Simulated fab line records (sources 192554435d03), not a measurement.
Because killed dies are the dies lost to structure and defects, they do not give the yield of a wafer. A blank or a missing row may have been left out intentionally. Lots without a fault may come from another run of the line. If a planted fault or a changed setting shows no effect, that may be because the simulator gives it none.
Matching of chambers | flow n5Finfet | N5_BEOL_M7_ILD_DEP_00 on pecvd-04: 3 sister chambers
The step deposits SiCOH lowk from DEMS/porogen, target thk 179.75 nm, time 33.4 s. 6 wafers are shown with their chamber, then 11 later ones without.

== WAFERS PAIRED WITH THEIR CHAMBERS ==
wafer  | chamber | heaterPowerW (W) | throttleValvePct (%)
L080.4 | 0       | 352              | 14.0
L085.5 | 0       | 341              | 14.0
L085.6 | 2       | 289              | 13.8
L089.5 | 1       | 270              | 13.9
L089.6 | 2       | 289              | 13.8
L095.2 | 1       | 271              | 14.0

== WAFERS WITH NO CHAMBER GIVEN ==
wafer  | heaterPowerW (W) | throttleValvePct (%)
L095.3 | 228              | 13.8
L095.6 | 283              | 14.0
L092.3 | 284              | 14.0
L092.4 | 291              | 13.8
L092.5 | 261              | 14.2
L094.1 | 241              | 13.7
L094.2 | 267              | 14.0
L094.5 | 267              | 14.1
L097.1 | 270              | 13.9
L097.3 | 348              | 13.9
L097.4 | 280              | 13.6

== EACH ONE'S CHAMBER ==
wafer  | from the rows above     | in truth
L095.3 | 1                       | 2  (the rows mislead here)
L095.6 | 1                       | 1
L092.3 | can't be placed: 1 or 2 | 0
L092.4 | 2                       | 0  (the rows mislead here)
L092.5 | 1                       | 1
L094.1 | can't be placed: 1 or 2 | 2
L094.2 | 1                       | 1
L094.5 | 1                       | 1
L097.1 | 1                       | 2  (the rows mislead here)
L097.3 | 0                       | 0
L097.4 | 2                       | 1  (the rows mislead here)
5 of 11 placed correctly. Cannot be placed on the basis of these rows: 2; the candidates contain the true chamber in 1. 4 placed wrongly.
How it was worked out, from the rows above alone: a wafer's distance from a chamber is the root of the sum, over the readings, of the square of ((its reading less the chamber's mean) divided by the reading's scatter). If the next closest chamber is less than 2 further off than the closest, the wafer can't be placed; otherwise it belongs to the closest. Each chamber's mean is taken over the wafers shown for it. The scatter: take each reading less its chamber's mean, square it, sum over the shown wafers, divide by the number of wafers less the number of chambers, and take the root.
